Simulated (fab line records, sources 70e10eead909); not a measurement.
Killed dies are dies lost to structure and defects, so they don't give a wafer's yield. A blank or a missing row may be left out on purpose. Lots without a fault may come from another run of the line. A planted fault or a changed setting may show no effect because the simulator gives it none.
Which tool did it? | flow nand_harc | 21 lots, 63 wafers sampled, at 6 steps of a route of 1159

WHAT THE GAUGES READ, wafer by wafer
The record holds no reading of a measuring or inspecting step that can be judged against a usual standard deviation.

WHICH TOOL RAN EACH LOT (tool, then ch and the chambers of the sampled wafers, then the start)
lot  | NHARC_A_SLIT_DESCUM_14             | NHARC_A_WL_FILL_CVD_03        | NHARC_A_WL_FILL_ETCHBACK_16                   | NHARC_A_WL_FILL_STRIP_29           | NHARC_A_CONTACT_ETCH_48            | NHARC_A_CONTACT_ETCH_118
L074 | rie_diel-13 ch 1,2, day 14 05:06   | cvd_w-01 ch 0,1, day 14 22:11 | rie_diel-08 ch 1,2, day 15 11:15 or earlier   | rie_diel-08 ch 0,1,2, day 15 11:15 | rie_diel-12 ch 0,2,3, day 16 05:20 | har_cap_etch-03 ch 0,1, day 16 07:17
L076 | rie_diel-13 ch 0,1, day 14 14:44   | cvd_w-01 ch 0,1, day 15 06:19 | rie_diel-11 ch 0,2,3, day 15 22:44 or earlier | rie_diel-11 ch 0,1,3, day 15 22:44 | rie_diel-04 ch 0,1,2, day 16 18:08 | har_cap_etch-01 ch 0,1, day 16 20:13
L075 | rie_diel-13 ch 0,1, day 14 15:59   | cvd_w-01 ch 0,1, day 15 09:40 | rie_diel-09 ch 1,2,3, day 15 22:46 or earlier | rie_diel-09 ch 0,1,3, day 15 22:46 | rie_diel-12 ch 0,3, day 16 13:37   | har_cap_etch-01 ch 0,1, day 16 16:01
L079 | rie_diel-03 ch 0,2,3, day 15 05:45 | cvd_w-01 ch 0,1, day 15 21:16 | rie_diel-08 ch 0,1,3, day 16 11:09 or earlier | rie_diel-08 ch 1,3, day 16 11:09   | rie_diel-04 ch 0,1,2, day 17 02:46 | har_cap_etch-02 ch 0,1, day 17 05:01
L080 | rie_diel-13 ch 0,1,2, day 15 16:30 | cvd_w-01 ch 0,1, day 16 10:00 | rie_diel-11 ch 0,2,3, day 16 23:32 or earlier | rie_diel-11 ch 2,3, day 16 23:32   | rie_diel-04 ch 0,1,2, day 17 17:33 | har_cap_etch-01 ch 0,1, day 17 19:30
L078 | rie_diel-05 ch 0,2, day 15 18:28   | cvd_w-02 ch 0,1, day 16 13:47 | rie_diel-08 ch 0,1,3, day 17 02:50 or earlier | rie_diel-08 ch 1,2,3, day 17 02:50 | rie_diel-02 ch 1,2,3, day 17 19:44 | har_cap_etch-02 ch 0,1, day 17 22:16
L082 | rie_diel-03 ch 0,1,3, day 16 07:03 | cvd_w-01 ch 0,1, day 16 21:31 | rie_diel-09 ch 0,1,2, day 17 11:09 or earlier | rie_diel-09 ch 1,2,3, day 17 11:09 | rie_diel-04 ch 0,2,3, day 18 08:58 | har_cap_etch-01 ch 0,1, day 18 10:58
L083 | rie_diel-13 ch 2,3, day 16 09:01   | cvd_w-01 ch 0,1, day 17 00:17 | rie_diel-08 ch 0,2,3, day 17 11:11 or earlier | rie_diel-08 ch 0,1,2, day 17 11:11 | rie_diel-12 ch 1,2,3, day 18 08:07 | har_cap_etch-03 ch 0,1, day 18 10:38
L084 | rie_diel-03 ch 2,3, day 17 03:56   | cvd_w-01 ch 0,1, day 17 16:11 | rie_diel-11 ch 0,2, day 18 06:05 or earlier   | rie_diel-11 ch 0,2,3, day 18 06:05 | rie_diel-04 ch 0,2, day 18 22:39   | har_cap_etch-03 ch 0,1, day 19 00:34
L085 | rie_diel-13 ch 0,1,3, day 17 05:07 | cvd_w-02 ch 0,1, day 17 16:06 | rie_diel-09 ch 1,2,3, day 18 06:01 or earlier | rie_diel-09 ch 0,2,3, day 18 06:01 | rie_diel-12 ch 1,2,3, day 18 22:17 | har_cap_etch-01 ch 0,1, day 19 00:15
L088 | rie_diel-13 ch 0,1,3, day 17 12:58 | cvd_w-02 ch 0,1, day 18 01:10 | rie_diel-11 ch 1,3, day 18 16:43 or earlier   | rie_diel-11 ch 1,2,3, day 18 16:43 | rie_diel-02 ch 0,1, day 19 08:08   | har_cap_etch-02 ch 1, day 19 10:26
L087 | rie_diel-05 ch 0,3, day 17 13:07   | cvd_w-01 ch 0,1, day 18 01:42 | rie_diel-09 ch 2,3, day 18 16:42 or earlier   | rie_diel-09 ch 0,1, day 18 16:42   | rie_diel-02 ch 0,1,2, day 19 07:44 | har_cap_etch-01 ch 0, day 19 09:57
L086 | rie_diel-05 ch 0,1,2, day 17 13:17 | cvd_w-02 ch 0,1, day 18 03:59 | rie_diel-08 ch 1,2, day 18 19:09 or earlier   | rie_diel-08 ch 1,3, day 18 19:09   | rie_diel-12 ch 1,2,3, day 19 12:04 | har_cap_etch-01 ch 0,1, day 19 14:02
L090 | rie_diel-03 ch 0,1,2, day 18 02:06 | cvd_w-02 ch 0,1, day 18 17:07 | rie_diel-11 ch 1,2, day 19 06:51 or earlier   | rie_diel-11 ch 2,3, day 19 06:51   | rie_diel-04 ch 0,3, day 20 02:53   | har_cap_etch-03 ch 0, day 20 04:49
L089 | rie_diel-13 ch 0,1,2, day 18 02:28 | cvd_w-01 ch 0,1, day 18 17:11 | rie_diel-08 ch 1,2,3, day 19 06:47 or earlier | rie_diel-08 ch 0,1,2, day 19 06:47 | rie_diel-12 ch 0,2,3, day 20 01:33 | har_cap_etch-02 ch 0,1, day 20 03:28
L092 | rie_diel-13 ch 0,2, day 18 18:07   | cvd_w-02 ch 0,1, day 19 07:21 | rie_diel-09 ch 0,1,2, day 19 20:23 or earlier | rie_diel-09 ch 0,1,2, day 19 20:23 | rie_diel-12 ch 1,2,3, day 20 13:32 | har_cap_etch-01 ch 0,1, day 20 15:29
L091 | rie_diel-13 ch 0,1,2, day 18 18:17 | cvd_w-01 ch 0,1, day 19 06:59 | rie_diel-08 ch 0,1,3, day 19 20:24 or earlier | rie_diel-08 ch 1,2,3, day 19 20:24 | rie_diel-12 ch 0,2,3, day 20 16:30 | har_cap_etch-03 ch 0,1, day 20 18:44
L093 | rie_diel-13 ch 0,1,2, day 19 00:51 | cvd_w-02 ch 0,1, day 19 12:57 | rie_diel-09 ch 1,2,3, day 20 02:26 or earlier | rie_diel-09 ch 0,1,3, day 20 02:26 | rie_diel-12 ch 0,2, day 20 19:04   | har_cap_etch-03 ch 0,1, day 20 21:33
L095 | rie_diel-05 ch 0,1,3, day 19 13:46 | cvd_w-02 ch 0,1, day 20 01:52 | rie_diel-09 ch 0,1,2, day 20 18:02 or earlier | rie_diel-09 ch 1,2,3, day 20 18:02 | rie_diel-12 ch 0,1,3, day 21 13:43 | har_cap_etch-03 ch 0,1, day 21 15:38
L097 | rie_diel-03 ch 0,2,3, day 19 21:25 | cvd_w-01 ch 0,1, day 20 13:46 | rie_diel-11 ch 0,1, day 21 03:32 or earlier   | rie_diel-11 ch 1,2,3, day 21 03:32 | rie_diel-04 ch 0,3, day 21 19:29   | har_cap_etch-02 ch 0,1, day 21 21:25
L096 | rie_diel-05 ch 0,2,3, day 20 05:21 | cvd_w-01 ch 0,1, day 20 18:04 | rie_diel-11 ch 1,2,3, day 21 08:30 or earlier | rie_diel-11 ch 0,3, day 21 08:30   | rie_diel-12 ch 0,1,2, day 22 00:05 | har_cap_etch-03 ch 1, day 22 02:10
- NHARC_A_SLIT_DESCUM_14: chemistry O2, time 3 s.
- NHARC_A_WL_FILL_CVD_03: deposits W, target thk 40 nm, time 3302 s.
- NHARC_A_WL_FILL_ETCHBACK_16: etches the open film in C4F8/O2/Ar, target depth 88 nm, time 17.6 s.
- NHARC_A_WL_FILL_STRIP_29: strips in O2, time 20 s.
- NHARC_A_CONTACT_ETCH_48: etches the open film in CF4, target depth 39 nm, time 65 s.
- NHARC_A_CONTACT_ETCH_118: etches the open film in C4F8/O2/Ar, time 94 s, target depth 922 nm.

WHAT THE TOOLS THEMSELVES READ (means of the sampled wafers that have a number; where no wafer has one, the mark that the record gives instead)
NHARC_A_SLIT_DESCUM_14. Usual: chamber_pressure_mTorr 59.99 mTorr, standard deviation 0.058; drypump_motor_current_A 5.5 A, standard deviation 0.39; oes_product_au 1.003 a.u., standard deviation 0.011; rf_vpp_V 57.8 V, standard deviation 0.91; showerhead_plenum_p_Torr 1.92 Torr, standard deviation 0.06; throttle_valve_pct 11.311 %, standard deviation 0.0085.
lot  | tool        | chamber_pressure_mTorr (mTorr) | drypump_motor_current_A (A) | oes_product_au (a.u.) | rf_vpp_V (V) | showerhead_plenum_p_Torr (Torr) | throttle_valve_pct (%) | flag
L074 | rie_diel-13 | 59.98                          | 5.6                         | 1.003                 | 58.5         | 1.89                            | 11.311                 |
L076 | rie_diel-13 | 59.99                          | 5.8                         | 1.004                 | 58.1         | 1.96                            | 11.315                 |
L075 | rie_diel-13 | 60.06                          | 5.8                         | 1.005                 | 57.9         | 1.96                            | 11.304                 |
L079 | rie_diel-03 | 59.97                          | 5.1                         | 0.994                 | 57.2         | 1.85                            | 11.310                 |
L080 | rie_diel-13 | 59.99                          | 5.5                         | 1.004                 | 57.0         | 1.91                            | 11.309                 |
L078 | rie_diel-05 | 59.95                          | 5.7                         | 1.009                 | 57.9         | 1.93                            | 11.311                 |
L082 | rie_diel-03 | 59.99                          | 5.3                         | 0.995                 | 57.4         | 1.92                            | 11.312                 |
L083 | rie_diel-13 | 60.02                          | 5.2                         | 1.005                 | 57.0         | 1.88                            | 11.311                 |
L084 | rie_diel-03 | 59.98                          | 5.0                         | 1.001                 | 57.9         | 1.82                            | 11.309                 |
L085 | rie_diel-13 | 59.95                          | 5.8                         | 1.004                 | 57.4         | 1.95                            | 11.299                 |
L088 | rie_diel-13 | 59.96                          | 5.8                         | 1.002                 | 58.1         | 1.95                            | 11.302                 |
L087 | rie_diel-05 | 59.96                          | 5.8                         | 1.002                 | 57.6         | 1.91                            | 11.308                 |
L086 | rie_diel-05 | 59.95                          | 5.5                         | 1.025                 | 59.0         | 1.94                            | 11.314                 |
L090 | rie_diel-03 | 60.00                          | 5.5                         | 0.994                 | 58.0         | 1.90                            | 11.312                 |
L089 | rie_diel-13 | 60.00                          | 5.5                         | 1.006                 | 57.8         | 1.91                            | 11.317                 |
L092 | rie_diel-13 | 60.04                          | 5.2                         | 1.003                 | 57.0         | 1.89                            | 11.299                 |
L091 | rie_diel-13 | 60.02                          | 5.5                         | 1.007                 | 57.4         | 1.91                            | 11.310                 |
L093 | rie_diel-13 | 60.00                          | 5.5                         | 1.000                 | 57.4         | 1.91                            | 11.310                 |
L095 | rie_diel-05 | 60.01                          | 5.5                         | 1.005                 | 58.3         | 1.93                            | 11.312                 |
L097 | rie_diel-03 | 60.04                          | 5.1                         | 0.999                 | 57.6         | 1.84                            | 11.309                 |
L096 | rie_diel-05 | 59.96                          | 5.7                         | 1.025                 | 58.3         | 1.92                            | 11.310                 |

NHARC_A_WL_FILL_CVD_03. Usual: heater_power_w 490 W, standard deviation 15; mfc_wf6_sccm 40.00 sccm, standard deviation 0.14; throttle_valve_pct 7.93 %, standard deviation 0.22.
lot  | tool     | heater_power_w (W) | mfc_wf6_sccm (sccm) | throttle_valve_pct (%) | flag
L074 | cvd_w-01 | 491                | 40.04               | 7.78                   |
L076 | cvd_w-01 | 495                | 39.89               | 7.98                   |
L075 | cvd_w-01 | 486                | 40.00               | 7.90                   |
L079 | cvd_w-01 | 502                | 40.05               | 8.00                   |
L080 | cvd_w-01 | 488                | 39.96               | 7.85                   |
L078 | cvd_w-02 | 503                | 40.07               | 8.07                   |
L082 | cvd_w-01 | 497                | 40.04               | 8.07                   |
L083 | cvd_w-01 | 487                | 39.96               | 7.88                   |
L084 | cvd_w-01 | 490                | 40.07               | 7.94                   |
L085 | cvd_w-02 | 485                | 40.03               | 7.82                   |
L088 | cvd_w-02 | 476                | 40.13               | 7.63                   |
L087 | cvd_w-01 | 497                | 40.20               | 8.04                   |
L086 | cvd_w-02 | 481                | 40.04               | 7.87                   |
L090 | cvd_w-02 | 470                | 39.79               | 7.82                   |
L089 | cvd_w-01 | 499                | 40.00               | 8.04                   |
L092 | cvd_w-02 | 474                | 40.04               | 7.89                   |
L091 | cvd_w-01 | 507                | 40.06               | 8.19                   |
L093 | cvd_w-02 | 479                | 39.95               | 7.85                   |
L095 | cvd_w-02 | 489                | 40.05               | 7.90                   |
L097 | cvd_w-01 | 494                | 39.88               | 8.04                   |
L096 | cvd_w-01 | 490                | 39.86               | 7.92                   |

NHARC_A_WL_FILL_ETCHBACK_16. Usual: chamber_pressure_mTorr 25.001 mTorr, standard deviation 0.023; oes_product_au 0.982 a.u., standard deviation 0.028; rf_vpp_V 723 V, standard deviation 4.2.
lot  | tool        | chamber_pressure_mTorr (mTorr) | oes_product_au (a.u.) | rf_vpp_V (V) | flag
L074 | rie_diel-08 | 24.997                         | 0.987                 | 726          |
L076 | rie_diel-11 | 25.006                         | 0.935                 | 722          |
L075 | rie_diel-09 | 24.990                         | 0.992                 | 720          |
L079 | rie_diel-08 | 25.002                         | 0.999                 | 728          |
L080 | rie_diel-11 | 25.011                         | 0.992                 | 722          |
L078 | rie_diel-08 | 25.009                         | 0.977                 | 728          |
L082 | rie_diel-09 | 25.007                         | 0.928                 | 720          |
L083 | rie_diel-08 | 25.003                         | 0.999                 | 726          |
L084 | rie_diel-11 | 24.999                         | 0.992                 | 725          |
L085 | rie_diel-09 | 24.969                         | 0.924                 | 720          |
L088 | rie_diel-11 | 24.966                         | 0.925                 | 719          |
L087 | rie_diel-09 | 24.999                         | 0.993                 | 719          |
L086 | rie_diel-08 | 24.999                         | 0.980                 | 727          |
L090 | rie_diel-11 | 24.991                         | 0.995                 | 720          |
L089 | rie_diel-08 | 25.017                         | 0.986                 | 728          |
L092 | rie_diel-09 | 25.007                         | 0.996                 | 721          |
L091 | rie_diel-08 | 25.012                         | 0.995                 | 728          |
L093 | rie_diel-09 | 25.034                         | 0.992                 | 720          |
L095 | rie_diel-09 | 24.994                         | 0.995                 | 720          |
L097 | rie_diel-11 | 24.989                         | 0.999                 | 723          |
L096 | rie_diel-11 | 24.993                         | 0.994                 | 720          |

NHARC_A_WL_FILL_STRIP_29. Usual: chamber_pressure_mTorr 60.01 mTorr, standard deviation 0.054; drypump_motor_current_A 6.0 A, standard deviation 0.46; oes_product_au 0.998 a.u., standard deviation 0.012; rf_vpp_V 57.8 V, standard deviation 0.88; showerhead_plenum_p_Torr 3.52 Torr, standard deviation 0.15; throttle_valve_pct 17.037 %, standard deviation 0.0089.
lot  | tool        | chamber_pressure_mTorr (mTorr) | drypump_motor_current_A (A) | oes_product_au (a.u.) | rf_vpp_V (V) | showerhead_plenum_p_Torr (Torr) | throttle_valve_pct (%) | flag
L074 | rie_diel-08 | 60.07                          | 6.2                         | 0.991                 | 58.6         | 3.65                            | 17.033                 |
L076 | rie_diel-11 | 60.09                          | 6.3                         | 1.006                 | 57.2         | 3.51                            | 17.033                 |
L075 | rie_diel-09 | 60.02                          | 5.3                         | 1.001                 | 57.4         | 3.37                            | 17.030                 |
L079 | rie_diel-08 | 59.96                          | 6.3                         | 1.000                 | 58.6         | 3.74                            | 17.036                 |
L080 | rie_diel-11 | 60.03                          | 6.2                         | 0.995                 | 57.4         | 3.39                            | 17.034                 |
L078 | rie_diel-08 | 60.01                          | 6.3                         | 0.997                 | 58.9         | 3.67                            | 17.037                 |
L082 | rie_diel-09 | 59.97                          | 5.3                         | 0.994                 | 56.8         | 3.41                            | 17.032                 |
L083 | rie_diel-08 | 59.99                          | 6.2                         | 0.986                 | 58.0         | 3.65                            | 17.033                 |
L084 | rie_diel-11 | 60.01                          | 6.3                         | 0.999                 | 57.8         | 3.49                            | 17.035                 |
L085 | rie_diel-09 | 60.05                          | 5.4                         | 1.007                 | 56.9         | 3.44                            | 17.034                 |
L088 | rie_diel-11 | 59.99                          | 6.1                         | 1.004                 | 57.0         | 3.41                            | 17.034                 |
L087 | rie_diel-09 | 60.03                          | 5.4                         | 0.992                 | 58.3         | 3.37                            | 17.032                 |
L086 | rie_diel-08 | 60.03                          | 6.3                         | 1.002                 | 58.3         | 3.73                            | 17.036                 |
L090 | rie_diel-11 | 60.00                          | 6.0                         | 0.994                 | 57.4         | 3.38                            | 17.048                 |
L089 | rie_diel-08 | 59.99                          | 6.2                         | 0.991                 | 58.8         | 3.64                            | 17.038                 |
L092 | rie_diel-09 | 60.01                          | 5.5                         | 0.999                 | 58.2         | 3.44                            | 17.041                 |
L091 | rie_diel-08 | 60.02                          | 6.3                         | 0.997                 | 58.8         | 3.67                            | 17.031                 |
L093 | rie_diel-09 | 59.97                          | 5.3                         | 0.985                 | 57.8         | 3.37                            | 17.042                 |
L095 | rie_diel-09 | 60.01                          | 5.3                         | 0.997                 | 57.8         | 3.41                            | 17.041                 |
L097 | rie_diel-11 | 59.96                          | 6.1                         | 1.004                 | 57.9         | 3.41                            | 17.040                 |
L096 | rie_diel-11 | 59.98                          | 6.4                         | 1.007                 | 57.5         | 3.48                            | 17.031                 |

NHARC_A_CONTACT_ETCH_48. Usual: chamber_pressure_mTorr 50.01 mTorr, standard deviation 0.046; drypump_motor_current_A 5.4 A, standard deviation 0.47; oes_product_au 1.005 a.u., standard deviation 0.01; rf_vpp_V 151.1 V, standard deviation 1; showerhead_plenum_p_Torr 1.75 Torr, standard deviation 0.054; throttle_valve_pct 13.283 %, standard deviation 0.0079.
lot  | tool        | chamber_pressure_mTorr (mTorr) | drypump_motor_current_A (A) | oes_product_au (a.u.) | rf_vpp_V (V) | showerhead_plenum_p_Torr (Torr) | throttle_valve_pct (%) | flag
L074 | rie_diel-12 | 50.03                          | 5.6                         | 1.007                 | 150.9        | 1.73                            | 13.285                 |
L076 | rie_diel-04 | 49.95                          | 5.5                         | 1.009                 | 151.4        | 1.75                            | 13.280                 |
L075 | rie_diel-12 | 50.00                          | 6.0                         | 1.008                 | 151.2        | 1.71                            | 13.285                 |
L079 | rie_diel-04 | 49.97                          | 5.5                         | 1.005                 | 150.9        | 1.75                            | 13.274                 |
L080 | rie_diel-04 | 50.04                          | 5.4                         | 1.013                 | 151.3        | 1.75                            | 13.287                 |
L078 | rie_diel-02 | 50.02                          | 5.4                         | 1.015                 | 151.7        | 1.82                            | 13.283                 |
L082 | rie_diel-04 | 49.97                          | 5.6                         | 1.005                 | 150.8        | 1.72                            | 13.278                 |
L083 | rie_diel-12 | 49.97                          | 5.4                         | 1.000                 | 151.5        | 1.76                            | 13.283                 |
L084 | rie_diel-04 | 50.03                          | 5.8                         | 1.010                 | 151.0        | 1.74                            | 13.283                 |
L085 | rie_diel-12 | 49.99                          | 5.4                         | 1.003                 | 150.8        | 1.76                            | 13.284                 |
L088 | rie_diel-02 | 49.96                          | 5.8                         | 1.017                 | 151.5        | 1.75                            | 13.279                 |
L087 | rie_diel-02 | 50.03                          | 5.6                         | 1.018                 | 151.2        | 1.80                            | 13.282                 |
L086 | rie_diel-12 | 50.01                          | 5.4                         | 1.003                 | 151.2        | 1.76                            | 13.274                 |
L090 | rie_diel-04 | 50.02                          | 5.5                         | 1.000                 | 150.6        | 1.73                            | 13.282                 |
L089 | rie_diel-12 | 50.00                          | 5.6                         | 0.999                 | 150.2        | 1.73                            | 13.283                 |
L092 | rie_diel-12 | 50.04                          | 5.3                         | 1.000                 | 151.0        | 1.76                            | 13.287                 |
L091 | rie_diel-12 | 49.99                          | 5.6                         | 0.997                 | 150.8        | 1.73                            | 13.287                 |
L093 | rie_diel-12 | 50.01                          | 5.3                         | 0.996                 | 151.2        | 1.74                            | 13.282                 |
L095 | rie_diel-12 | 50.03                          | 5.5                         | 0.998                 | 151.4        | 1.76                            | 13.278                 |
L097 | rie_diel-04 | 50.02                          | 5.5                         | 1.007                 | 151.0        | 1.72                            | 13.283                 |
L096 | rie_diel-12 | 50.01                          | 5.1                         | 0.996                 | 151.6        | 1.77                            | 13.292                 |

NHARC_A_CONTACT_ETCH_118. Usual: chamber_pressure_mTorr 20.001 mTorr, standard deviation 0.017.
lot  | tool            | chamber_pressure_mTorr (mTorr) | flag
L074 | har_cap_etch-03 | 20.009                         |
L076 | har_cap_etch-01 | 20.015                         |
L075 | har_cap_etch-01 | 20.001                         |
L079 | har_cap_etch-02 | 19.990                         |
L080 | har_cap_etch-01 | 20.000                         |
L078 | har_cap_etch-02 | 19.983                         |
L082 | har_cap_etch-01 | 20.007                         |
L083 | har_cap_etch-03 | 19.997                         |
L084 | har_cap_etch-03 | 20.005                         |
L085 | har_cap_etch-01 | 19.991                         |
L088 | har_cap_etch-02 | 19.983                         |
L087 | har_cap_etch-01 | 20.004                         |
L086 | har_cap_etch-01 | 20.000                         |
L090 | har_cap_etch-03 | 20.011                         |
L089 | har_cap_etch-02 | 20.010                         |
L092 | har_cap_etch-01 | 20.003                         |
L091 | har_cap_etch-03 | 20.004                         |
L093 | har_cap_etch-03 | 20.003                         |
L095 | har_cap_etch-03 | 19.993                         |
L097 | har_cap_etch-02 | 20.005                         |
L096 | har_cap_etch-03 | 20.024                         |

THE ANSWER, worked out from the rows above alone
Rule: a lot is off if the mean of its wafers that have a number lies more than 3 standard deviations from the usual mean. A lot without any number at a reading at which 4 lots or more have one is off too. The other lots that the step has rows for count as sound. The gauges are gone through in route order, then the tools' own readings, and for those a lot's mean is taken as printed above. The first step at which some lot is off is used, and at that step the reading that is off furthest; a lot without a number counts as furthest.
No lot is off at any reading shown: from this, nothing can be told.

WHAT THE SIMULATOR HAD PUT IN
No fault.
